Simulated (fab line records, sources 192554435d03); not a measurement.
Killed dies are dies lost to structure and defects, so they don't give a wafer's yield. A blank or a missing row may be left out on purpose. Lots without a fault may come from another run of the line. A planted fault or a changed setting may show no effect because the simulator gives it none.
Problem report in the 8D (eight disciplines) form, filled by code | flow n5_finfet | the parts of the form that need people (team, actions taken, sign-off) are left out

1. THE PROBLEM
killed_at_front_end at N5_PASSIVATION_PROBE_49 reads a mean of 160 on 2 wafers of 2 lots; wafers without a fault read 38 with a standard deviation of 11. That is +11 standard deviations from the usual mean.
First seen on wafer L871.1, day 15 12:06, on prober-02. The record holds 12 wafers of 4 lots with a number at this step. Rule for "out", or "out of limits": more than 4 standard deviations from the usual mean. The other wafers with a number count as sound.

2. WHAT IT IS AND WHAT IT IS NOT
question                    | is                                                                                                       | is not
which readings at this step | killed_at_front_end, defect_limited_yield, killed_dies, sort_bin_5_function, sort_n_pass, sort_yield_pct | killed_at_M0_to_M3, killed_at_M4_up, killed_at_contacts, killed_at_other, killed_open, killed_short
which lots                  | L871, L873                                                                                               | L868, L879
which wafers of those lots  | L871.1, L873.6                                                                                           | L871.2, L871.4, L873.1, L873.4
read on which tools         | prober-01, prober-02                                                                                     | -
when                        | from day 15 12:06                                                                                        | up to then (3 sound wafers); but 7 sound wafers of L871, L873, L879 came after

3. SUSPECTS, AND WHAT RULES EACH OUT
Counting: a tool at a process step up to the reading stays a suspect if it ran every lot that is out. Sound lots after the first of them don't rule it out here, since some wafers of a struck lot are sound.
- wet_bench-05 at N5_GATE_CUT_STRIP_29 (strips in post etch residue remover, time 60 s): kept. It ran every lot that is out, first L871 (day 7 07:53); its last sound lot up to then is L868 (day 6 07:52).
- rie_diel-03 at N5_MIM_BOT_ETCH_ETCH_04 (etches SiNx in CF4/O2, target depth 26 nm, time 13 s): kept. It ran every lot that is out, first L871 (day 15 01:43); its last sound lot up to then is L868 (day 14 07:11).
- rie_diel-04 at N5_PASSIVATION_VIA_ETCH_13 (etches SiO2 in CHF3/O2, target depth 660 nm, time 330 s): kept. It ran every lot that is out, first L871 (day 15 05:25).
- Within rie_diel-03 at N5_MIM_BOT_ETCH_ETCH_04: the wafers that are out ran in chamber 2; their sound lot-mates ran in chambers 0, 1.
Left after counting: wet_bench-05 at N5_GATE_CUT_STRIP_29, rie_diel-03 at N5_MIM_BOT_ETCH_ETCH_04, rie_diel-04 at N5_PASSIVATION_VIA_ETCH_13.

4. THE CAUSE (what the simulator had put in)
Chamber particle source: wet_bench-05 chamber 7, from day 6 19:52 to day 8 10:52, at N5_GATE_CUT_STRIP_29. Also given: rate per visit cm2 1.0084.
Counting left 3 suspects, and this tool is among them.

5. THE CHAIN OF EFFECTS, in route order
Each row: a reading whose mean over the struck wafers that have a number lies more than 3 standard deviations from the usual. Only readings for which the record gives a usual standard deviation are gone through. hours: the time from each lot's start at the first step in this table that gives one to its start at this step, as a median over the lots. sigmas: the change in usual standard deviations.
hours | step                    | reading              | usual  | on struck wafers | change | sigmas
0     | N5_PASSIVATION_PROBE_49 | defect_limited_yield | 91.3 % | 80.7             | -10.6  | -8.2
0     | N5_PASSIVATION_PROBE_49 | killed_at_front_end  | 38     | 160              | +122   | +11
0     | N5_PASSIVATION_PROBE_49 | killed_dies          | 103    | 228              | +126   | +8.4
0     | N5_PASSIVATION_PROBE_49 | sort_bin_5_function  | 5.1 %  | 12.1             | +7.0   | +7.9
0     | N5_PASSIVATION_PROBE_49 | sort_n_pass          | 1077   | 952              | -126   | -8.4
0     | N5_PASSIVATION_PROBE_49 | sort_yield_pct       | 91.3 % | 80.7             | -10.6  | -8.2
The process steps in it:
- N5_PASSIVATION_PROBE_49

6. WHAT WOULD HAVE CAUGHT IT SOONER
In this record the first reading out of limits was taken at day 15 12:06, 208 hours after the fault began at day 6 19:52.
All the lots that are out (2) had begun N5_GATE_CUT_STRIP_29 on wet_bench-05 by day 15 12:06. A hold on the tool at that time would have spared none of them.
